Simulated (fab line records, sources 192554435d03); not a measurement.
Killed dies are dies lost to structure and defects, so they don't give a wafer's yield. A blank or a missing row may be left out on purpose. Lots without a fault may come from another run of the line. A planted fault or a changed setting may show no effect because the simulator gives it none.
Chamber matching | flow n5_finfet | N5_BEOL_M3_ALD_84 on ald_metal-02: 4 sister chambers
The step deposits TaN, pulse time 2 s, purge time 3 s, co reactant purge time 2 s. 4 wafers are shown with their chamber, then 7 later ones without.

WAFERS WITH THEIR CHAMBER
wafer  | chamber | heater_power_w (W)
L076.5 | 1       | 384
L085.4 | 0       | 342
L094.3 | 3       | 358
L094.4 | 2       | 362

WAFERS WITHOUT THEIR CHAMBER
wafer  | heater_power_w (W)
L094.5 | 355
L095.1 | 363
L095.3 | 345
L095.4 | 389
L096.1 | 347
L096.3 | 377
L096.4 | 349

WHICH CHAMBER EACH WENT THROUGH
wafer  | from the rows above          | in truth
L094.5 | can't be placed: 3 or 2      | 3
L095.1 | can't be placed: 2 or 3      | 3
L095.3 | 0                            | 0
L095.4 | 1                            | 1
L096.1 | can't be placed: 0 or 3      | 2
L096.3 | can't be placed: 1 or 2      | 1
L096.4 | can't be placed: 0 or 3 or 2 | 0
Placed correctly: 2 of 7. Can't be placed from these rows: 5 (the true chamber is among the candidates in 4). Placed wrongly: 0.
How it was worked out, from the rows above alone: a wafer's distance from a chamber is the root of the sum, over the readings, of the square of ((its reading less the chamber's mean) divided by the reading's scatter). The wafer belongs to the nearest chamber; if the next one is less than 2 further off, it can't be placed. A chamber's mean is the mean of its shown wafers. The scatter: with one shown wafer a chamber, the root of the mean of the squares of how far each hidden wafer lies from its nearest shown one.
